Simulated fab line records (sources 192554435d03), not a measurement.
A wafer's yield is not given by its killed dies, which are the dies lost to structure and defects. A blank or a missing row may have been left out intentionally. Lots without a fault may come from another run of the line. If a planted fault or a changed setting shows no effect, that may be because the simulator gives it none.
Chamber matching | flow n5Finfet | N5_BEOL_M0_SAQP_SPACER2_ALD_26 on aldSin-02 has 4 sister chambers
The step deposits SiO2, target thk 15 nm, pulse time 1 s, purge time 2 s. 16 wafers are shown with their chamber, then 8 later ones without.

WAFERS PAIRED WITH THEIR CHAMBERS
wafer  | chamber | heaterPowerOuterW (W) | heaterPowerW (W) | susceptorTempC (C)
L076.1 | 2       | 197                   | 369              | 299.85
L076.3 | 0       | 239                   | 432              | 300.06
L076.6 | 1       | 274                   | 511              | 300.07
L077.1 | 0       | 235                   | 447              | 299.98
L077.3 | 1       | 273                   | 504              | 299.81
L077.5 | 0       | 235                   | 455              | 299.97
L078.2 | 2       | 200                   | 361              | 299.61
L078.4 | 1       | 273                   | 522              | 299.87
L078.5 | 1       | 278                   | 522              | 299.84
L080.1 | 2       | 197                   | 353              | 299.92
L080.2 | 3       | 233                   | 432              | 300.10
L080.6 | 1       | 278                   | 526              | 299.96
L086.1 | 1       | 263                   | 475              | 299.98
L086.2 | 2       | 189                   | 353              | 299.99
L086.5 | 3       | 228                   | 426              | 300.37
L090.1 | 3       | 229                   | 419              | 300.07

SIGNATURES (averages over the wafers above)
reading           | chamber 0 | chamber 1 | chamber 2 | chamber 3 | scatter within a chamber
heaterPowerOuterW | 236.33    | 273.17    | 195.75    | 230.00    | 4.49
heaterPowerW      | 444.67    | 510.00    | 359.00    | 425.67    | 14
susceptorTempC    | 300.0033  | 299.9217  | 299.8425  | 300.1800  | 0.126
Rule: distance of a wafer from a chamber = root of the sum over the readings of ((wafer's reading minus chamber's mean) / reading's scatter) squared. If the next closest chamber is less than 2 further off than the closest, the wafer can't be placed; otherwise it belongs to the closest. The scatter: take each reading less its chamber's mean, square it, sum over the shown wafers, divide by the number of wafers less the number of chambers, and take the root.

WAFERS WITH NO CHAMBER GIVEN
wafer  | heaterPowerOuterW (W) | heaterPowerW (W) | susceptorTempC (C)
L090.5 | 226                   | 434              | 300.30
L090.6 | 238                   | 437              | 300.19
L093.3 | 188                   | 357              | 299.95
L093.4 | 241                   | 451              | 299.66
L093.5 | 237                   | 457              | 299.74
L096.1 | 266                   | 481              | 300.11
L096.2 | 230                   | 424              | 299.90
L096.3 | 244                   | 450              | 300.08

EACH ONE'S CHAMBER
wafer  | from the rows above     | in truth
L090.5 | can't be placed: 3 or 0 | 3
L090.6 | can't be placed: 0 or 3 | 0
L093.3 | 2                       | 2
L093.4 | 0                       | 0
L093.5 | 0                       | 0
L096.1 | 1                       | 1
L096.2 | can't be placed: 0 or 3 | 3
L096.3 | can't be placed: 0 or 3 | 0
Correct placement for 4 of the 8. From these rows, 4 cannot be placed; in 4 the true chamber is one of the candidates. Placed wrongly: 0.
